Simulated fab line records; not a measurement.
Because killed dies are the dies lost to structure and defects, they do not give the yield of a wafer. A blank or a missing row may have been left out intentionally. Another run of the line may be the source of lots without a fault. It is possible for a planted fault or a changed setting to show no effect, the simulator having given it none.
Which of the tools did it?	flow n5-finfet	Sampling: 12 lots, 36 wafers, 2 of 1938 route steps

WHAT EACH GAUGE READ, for each wafer
N5_MOL_CONTACT_COAG_CD_MEAS_137: target cd 16 nm. Usual: cd-nm 16.0 nm, standard deviation 0.38.
lot	measured	on	cd-nm (nm)	flag
L108	day 5 12:14	cd-sem-01	16.1 16.2 15.8	
L109	day 5 12:37	cd-sem-01	16.1 16.2 16.7	
L110	day 5 16:58	cd-sem-01	15.7 16.5 16.0	
L112	day 6 13:44	cd-sem-03	16.5 16.2 16.1	
L116	day 7 05:21	cd-sem-02	16.0 16.1 15.7	
L117	day 7 15:02	cd-sem-01	16.0 15.8 15.8	
L122	day 8 17:55	cd-sem-03	15.5 15.7 15.5	
L124	day 9 04:22	cd-sem-02	15.5 15.6 15.9	
L126	day 9 20:23	cd-sem-03	16.0 15.7 16.2	
L129	day 10 18:10	cd-sem-03	15.0 15.6 15.8	
L130	day 10 23:58	cd-sem-03	15.7 15.6 16.0	
L131	day 11 01:35	cd-sem-01	16.3 15.5 15.5	

N5_MOL_CONTACT_COAG_INSPECT_42: inspects for defects (brightfield). Usual: raw-defect-count 199, standard deviation 48.
lot	measured	on	raw-defect-count	flag
L108	day 5 12:46	defect-inspect-02	221 218 239	
L109	day 5 13:02	defect-inspect-02	140 109 149	
L110	day 5 17:29	defect-inspect-01	273 171 229	
L112	day 6 14:09	defect-inspect-02	174 140 183	
L116	day 7 05:53	defect-inspect-01	180 167 123	
L117	day 7 15:35	defect-inspect-01	312 263 241	
L122	day 8 18:27	defect-inspect-02	155 211 176	
L124	day 9 04:47	defect-inspect-02	235 212 282	
L126	day 9 20:47	defect-inspect-01	227 236 226	
L129	day 10 18:42	defect-inspect-02	217 277 205	
L130	day 11 00:22	defect-inspect-02	241 286 202	
L131	day 11 01:59	defect-inspect-01	179 211 161	

WHAT TOOL EACH LOT RAN ON (gives the tool, then ch and the chambers of the sampled wafers, and finally the start)
The record holds no process step before these readings.

AS READ BY THE TOOLS THEMSELVES (means over the sampled wafers that have a number; for cases with no such wafer, the mark the record gives instead)
The record holds no such reading with a usual standard deviation.

THE ANSWER, worked out from the rows above alone
Rule: a lot is off if the mean of its wafers that have a number lies more than 3 standard deviations from the usual mean. Also off: a lot with no number at a reading for which 4 or more lots have one. All remaining lots with rows at the step are treated as sound. Order of review: gauges by route order, followed by the tools' own readings, for which a lot's mean as printed above is used. At the first step where some lot is off, the reading lying furthest off is the one used; lots without a number count as furthest.
No lot is off on any of the readings shown, so nothing can be concluded from this.

WHAT WAS PUT IN BY THE SIMULATOR
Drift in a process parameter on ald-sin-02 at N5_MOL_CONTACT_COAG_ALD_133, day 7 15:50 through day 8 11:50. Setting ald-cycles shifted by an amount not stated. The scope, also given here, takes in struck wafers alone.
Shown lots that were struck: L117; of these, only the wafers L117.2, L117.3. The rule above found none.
